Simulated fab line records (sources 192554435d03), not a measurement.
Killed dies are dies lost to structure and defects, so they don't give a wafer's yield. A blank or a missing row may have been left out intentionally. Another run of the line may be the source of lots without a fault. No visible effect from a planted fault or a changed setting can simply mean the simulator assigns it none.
Struck lot and sound lot, side by side || flow n5-finfet || 17 steps out of a route of 1938
Sound: these wafers, L968.2, L968.3, L968.6. Wafers struck: L967.3, L967.4, L967.5. The cause is named last.
Each step with rows lists, per side, the tool, then ch with its chambers, then its first start. Under that, the readings that differ: sound wafers || struck wafers || difference of the means || sigmas: that difference in standard deviations of wafers without a fault.
alike: readings with means less than 2 such deviations apart, plus words and numbers identical on both sides. not compared: withheld readings, readings lacking a value on some wafer, bounds such as >300 that could conceal the same value, and numbers that have no deviation in the record and whose values overlap.
The two part at a step that has a row with sigmas, a row that says differs or no value, or rows on one side only. Numbers that don't overlap but have no deviation are shown without sigmas and don't part them. A reading missing from all wafers of one side parts the sides only when that side holds two or more wafers.

N5_BEOL_M14_TRENCH_ETCH_34: etches SiO2 in C4F8/O2/Ar, target depth 556.65 nm, time 126.9 s.
  sound on rie-diel-01 ch 0,3, day 13 17:53; struck on rie-diel-02 ch 0,2, day 13 21:36
  alike: drypump-motor-current-A, oes-product-au, rf-vpp-V, showerhead-plenum-p-Torr, throttle-valve-pct
  not compared: rf-hours-counter-h
then, 1 step without rows for these wafers: N5_BEOL_M14_STRIP_70 (strips in C4F8/O2/Ar).
N5_BEOL_M14_OCD_MEAS_35:
  sound: ocd-02 at day 13 18:03; struck: ocd-01 at day 13 21:46
  alike: trench-depth-nm
N5_BEOL_M14_STRIP_37: strips in O2.
  sound on rie-diel-01 ch 1,3, day 13 18:47; struck on rie-diel-06 ch 1,3, day 13 21:48
  alike: drypump-motor-current-A, oes-product-au, rf-vpp-V, showerhead-plenum-p-Torr, throttle-valve-pct
  not compared: rf-hours-counter-h
then, 5 steps without rows for these wafers: N5_BEOL_M14_ETCH_38 (etches SiCN in CF4/N2, target depth 106.5 nm, time 120.6 s); N5_BEOL_M14_PRECLEAN_39 (cleans in residue remover, time 60 s); N5_BEOL_M14_SRD_40 (time 30 s, dry time 30 s); N5_BEOL_M14_DEGAS_41 (time 60 s); N5_BEOL_M14_PRE_CLEAN_42 (time 30 s).
N5_BEOL_M14_SPUTTER_43: material TaN, target thk 15 nm, time 24.19 s.
  sound: pvd-sputter-02 at day 13 19:08; struck: pvd-sputter-02 at day 13 22:11
  alike: chamber-pressure-pa, throttle-valve-pct
N5_BEOL_M14_SPUTTER_44: material Ta, target thk 15 nm, time 24.19 s.
  sound: pvd-sputter-02 at day 13 19:13; struck: pvd-sputter-02 at day 13 22:16
  alike: chamber-pressure-pa, throttle-valve-pct
N5_BEOL_M14_SPUTTER_45: material Cu, target thk 100 nm, time 16.67 s.
  sound: pvd-sputter-02 at day 13 19:18; struck: pvd-sputter-02 at day 13 22:21
  alike: chamber-pressure-pa, throttle-valve-pct
N5_BEOL_M14_ECD_47: material Cu, target thk 1248 nm.
  sound on ecd-cu-01 ch 0,1, day 13 19:25; struck on ecd-cu-01 ch 0,1, day 13 22:31
{"reading": "model.Cu_of_BEOL_M14_ECD_47.thk-nm (nm)", "sound": "1238 1256 1243", "struck": "2410 2390 2395", "difference": "+1153", "sigmas": ""}
then, 1 step without rows for these wafers: N5_BEOL_M14_ANNEAL_48 (time 90 s).
N5_BEOL_M14_CMP_49: polishes, stops on SiO2, t overpolish 5.2 s, target thk 560 nm.
  sound on cmp-02 ch 1,2, day 13 19:54; struck on cmp-03 ch 0,1,2, day 13 23:18
{"reading": "time-to-endpoint-s (s)", "sound": "123 123 127", "struck": "229 232 246", "difference": "+111", "sigmas": "+28"}
  alike: clearing-platen-down-force-psi, motor-current-A
N5_BEOL_M14_THK_MEAS_50: measures by xrf.
  sound: film-metro-02 at day 13 20:12; struck: film-metro-02 at day 13 23:36
  alike: M14_THK
N5_PASSIVATION_PROBE_49:
  only the struck wafers here have rows in the record (prober-02, day 14 20:26); the sound ones have none

## WHERE THEY PART
At N5_BEOL_M14_CMP_49 first; at N5_PASSIVATION_PROBE_49 last (within this record only).

WHY: whatever the simulator had introduced
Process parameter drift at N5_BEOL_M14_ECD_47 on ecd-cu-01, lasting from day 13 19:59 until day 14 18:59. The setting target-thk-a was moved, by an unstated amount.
